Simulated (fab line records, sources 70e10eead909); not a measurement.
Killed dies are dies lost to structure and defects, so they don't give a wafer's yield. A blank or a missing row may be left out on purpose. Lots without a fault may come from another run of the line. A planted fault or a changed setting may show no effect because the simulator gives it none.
Which tool did it? | flow nand_harc | 14 lots, 42 wafers sampled, at 6 steps of a route of 1302

WHAT THE GAUGES READ, wafer by wafer
NHARC_A_ONON_D2_THK_MEAS_02: measures by ellipsometry.
lot  | measured     | on            | thk_nm (nm)
L376 | day 12 15:59 | film_metro-02 | 997 998 997
L375 | day 12 16:21 | film_metro-02 | 995 994 996
L377 | day 13 01:50 | film_metro-01 | 1003 1003 1005
L378 | day 13 15:05 | film_metro-01 | 1023 1027 1026
L379 | day 14 03:10 | film_metro-01 | 1005 1005 1005
L381 | day 14 23:13 | film_metro-01 | 1021 1021 1022
L383 | day 16 09:01 | film_metro-02 | 990 988 991
L387 | day 17 18:26 | film_metro-01 | 988 989 990
L389 | day 18 08:48 | film_metro-02 | 999 998 999
L394 | day 20 03:54 | film_metro-02 | 1028 1029 1029
L395 | day 20 14:14 | film_metro-01 | 1005 1006 1007
L396 | day 21 08:59 | film_metro-02 | 1013 1009 1011
L397 | day 21 15:47 | film_metro-01 | 1005 1004 1005
L398 | day 22 02:32 | film_metro-01 | 997 998 996

NHARC_A_ONON_D2_THK_MEAS_08: measures by ellipsometry.
lot  | measured     | on            | thk_nm (nm)
L376 | day 12 17:07 | film_metro-01 | 994 992 994
L375 | day 12 17:29 | film_metro-01 | 994 994 992
L377 | day 13 02:59 | film_metro-01 | 978 979 977
L378 | day 13 16:13 | film_metro-01 | 999 999 998
L379 | day 14 04:17 | film_metro-01 | 1006 1007 1005
L381 | day 15 00:22 | film_metro-01 | 1007 1007 1007
L383 | day 16 10:09 | film_metro-02 | 986 988 986
L387 | day 17 19:34 | film_metro-02 | 1013 1015 1013
L389 | day 18 09:56 | film_metro-02 | 1002 1004 1003
L394 | day 20 05:02 | film_metro-02 | 988 991 990
L395 | day 20 15:43 | film_metro-02 | 969 971 969
L396 | day 21 10:07 | film_metro-02 | 991 992 992
L397 | day 21 16:55 | film_metro-01 | 1006 1006 1004
L398 | day 22 03:41 | film_metro-01 | 1003 1003 1001

NHARC_A_ONON_D2_THK_MEAS_14: measures by ellipsometry.
lot  | measured     | on            | thk_nm (nm)
L376 | day 12 18:15 | film_metro-01 | 972 975 973
L375 | day 12 18:37 | film_metro-02 | 988 989 987
L377 | day 13 04:07 | film_metro-01 | 998 997 997
L378 | day 13 17:20 | film_metro-02 | 998 999 998
L379 | day 14 05:25 | film_metro-02 | 1008 1008 1007
L381 | day 15 01:29 | film_metro-01 | 1010 1008 1010
L383 | day 16 11:17 | film_metro-02 | 994 994 994
L387 | day 17 20:42 | film_metro-01 | 1005 1005 1008
L389 | day 18 11:05 | film_metro-01 | 981 982 981
L394 | day 20 06:09 | film_metro-02 | 991 991 992
L395 | day 20 16:50 | film_metro-02 | 998 1000 998
L396 | day 21 11:15 | film_metro-01 | 1000 1001 1001
L397 | day 21 18:02 | film_metro-01 | 1011 1012 1009
L398 | day 22 04:49 | film_metro-02 | 980 979 979

NHARC_A_ONON_D2_THK_MEAS_24: measures by ellipsometry.
lot  | measured     | on            | thk_nm (nm)
L376 | day 13 03:23 | film_metro-01 | 987 987 986
L375 | day 13 03:23 | film_metro-02 | 988 987 988
L377 | day 13 12:35 | film_metro-02 | 1013 1014 1013
L378 | day 14 02:44 | film_metro-02 | 1014 1013 1013
L379 | day 14 13:54 | film_metro-02 | 989 989 988
L381 | day 15 08:28 | film_metro-01 | 984 984 986
L383 | day 16 20:08 | film_metro-01 | 1002 1001 1002
L387 | day 18 05:34 | film_metro-02 | 617 616 617
L389 | day 18 19:47 | film_metro-02 | 616 621 621
L394 | day 20 16:04 | film_metro-01 | 1004 1006 1005
L395 | day 21 02:01 | film_metro-02 | 986 987 988
L396 | day 21 19:52 | film_metro-01 | 997 997 997
L397 | day 22 02:32 | film_metro-01 | 982 980 983
L398 | day 22 15:05 | film_metro-02 | 1015 1016 1014

NHARC_END_SORT_01.
lot  | measured     | on        | killed_at_array | killed_at_other | killed_at_periphery | killed_dies | killed_open | killed_short
L376 | day 25 01:41 | prober-02 | 18 20 16        | 1 1 1           | 0 2 2               | 19 23 19    | 3 2 1       | 1 1 1
L377 | day 25 08:40 | prober-02 | 41 45 46        | 0 1 0           | 2 4 1               | 43 50 47    | 8 2 1       | 3 4 3
L379 | day 26 07:54 | prober-02 | 49 43 52        | 3 1 2           | 2 4 6               | 54 48 60    | 4 6 6       | 4 4 3
L387 | day 29 18:56 | prober-01 | 669 668 665     | 3 1 3           | 5 8 9               | 677 677 677 | 3 2 3       | 1 3 3
L389 | day 30 19:53 | prober-02 | 672 673 671     | 0 0 2           | 5 4 4               | 677 677 677 | 6 7 6       | 4 4 1
L394 | day 32 01:04 | prober-02 | 31 20 35        | 0 0 1           | 2 3 8               | 33 23 44    | 3 3 7       | 1 2 4
L397 | day 33 14:43 | prober-01 | 80 80 79        | 1 0 0           | 2 3 3               | 83 83 82    | 5 3 3       | 3 2 0

WHICH TOOL RAN EACH LOT (tool, then ch and the chambers of the sampled wafers, then the start)
lot  | NHARC_A_ONON_D2_DEP_22
L376 | pecvd_onon-01 ch 0, day 13 02:56
L375 | pecvd_onon-02 ch 0, day 13 02:52
L377 | pecvd_onon-01 ch 0, day 13 12:05
L378 | pecvd_onon-02 ch 0, day 14 02:17
L379 | pecvd_onon-01 ch 0, day 14 13:27
L381 | pecvd_onon-02 ch 0, day 15 08:05
L383 | pecvd_onon-02 ch 0, day 16 19:36
L387 | pecvd_onon-01 ch 0, day 18 05:06
L389 | pecvd_onon-01 ch 0, day 18 19:26
L394 | pecvd_onon-04 ch 0, day 20 15:37
L395 | pecvd_onon-02 ch 0, day 21 01:31
L396 | pecvd_onon-02 ch 0, day 21 19:21
L397 | pecvd_onon-01 ch 0, day 22 02:01
L398 | pecvd_onon-01 ch 0, day 22 14:38
- NHARC_A_ONON_D2_DEP_22: target thk 1000 nm.

WHAT THE TOOLS THEMSELVES READ (means of the sampled wafers that have a number; where no wafer has one, the mark that the record gives instead)
NHARC_A_ONON_D2_DEP_22.
lot  | tool          | n2o_flow_sccm (sccm) | nh3_flow_sccm (sccm)
L376 | pecvd_onon-01 | 1998                 | 500.7
L375 | pecvd_onon-02 | 2000                 | 499.6
L377 | pecvd_onon-01 | 1989                 | 501.0
L378 | pecvd_onon-02 | 1999                 | 500.7
L379 | pecvd_onon-01 | 1999                 | 502.0
L381 | pecvd_onon-02 | 2008                 | 499.8
L383 | pecvd_onon-02 | 1997                 | 500.5
L387 | pecvd_onon-01 | 2005                 | 501.1
L389 | pecvd_onon-01 | 1996                 | 499.3
L394 | pecvd_onon-04 | 2002                 | 500.0
L395 | pecvd_onon-02 | 2002                 | 499.6
L396 | pecvd_onon-02 | 2000                 | 502.6
L397 | pecvd_onon-01 | 2005                 | 499.4
L398 | pecvd_onon-01 | 2001                 | 499.8

THE ANSWER, worked out from the rows above alone
Rule: what is usual is taken from the lots themselves. Put in order of their means at a reading, lots are off if they are a third of the lots or fewer, leave a main group of 4 or more, and stand apart from it by a gap of 3 or more times the standard deviation of the main group's means; of several such gaps the widest counts. A main group whose means are all the same, to the digits that the tables above print for the reading, isn't used. A lot without any number at a reading at which 4 lots or more have one is off too. The other lots that the step has rows for count as sound. The gauges are gone through in route order, then the tools' own readings, and for those a lot's mean is taken as printed above. The first step at which some lot is off is used, and at that step the reading that is off furthest; a lot without a number counts as furthest.
Off: L387, L389, at NHARC_A_ONON_D2_THK_MEAS_24 (thk_nm). The main group: mean 997 nm, standard deviation 12.
A tool fits if, at a process step before that reading, it ran every lot that is off, and no sound lot after the first of them. The gauges at NHARC_A_ONON_D2_THK_MEAS_24 aren't tried: what is off there is off at NHARC_END_SORT_01 too, on other tools, and a gauge's error can't cause that. None of those tried fits.

WHAT THE SIMULATOR HAD PUT IN
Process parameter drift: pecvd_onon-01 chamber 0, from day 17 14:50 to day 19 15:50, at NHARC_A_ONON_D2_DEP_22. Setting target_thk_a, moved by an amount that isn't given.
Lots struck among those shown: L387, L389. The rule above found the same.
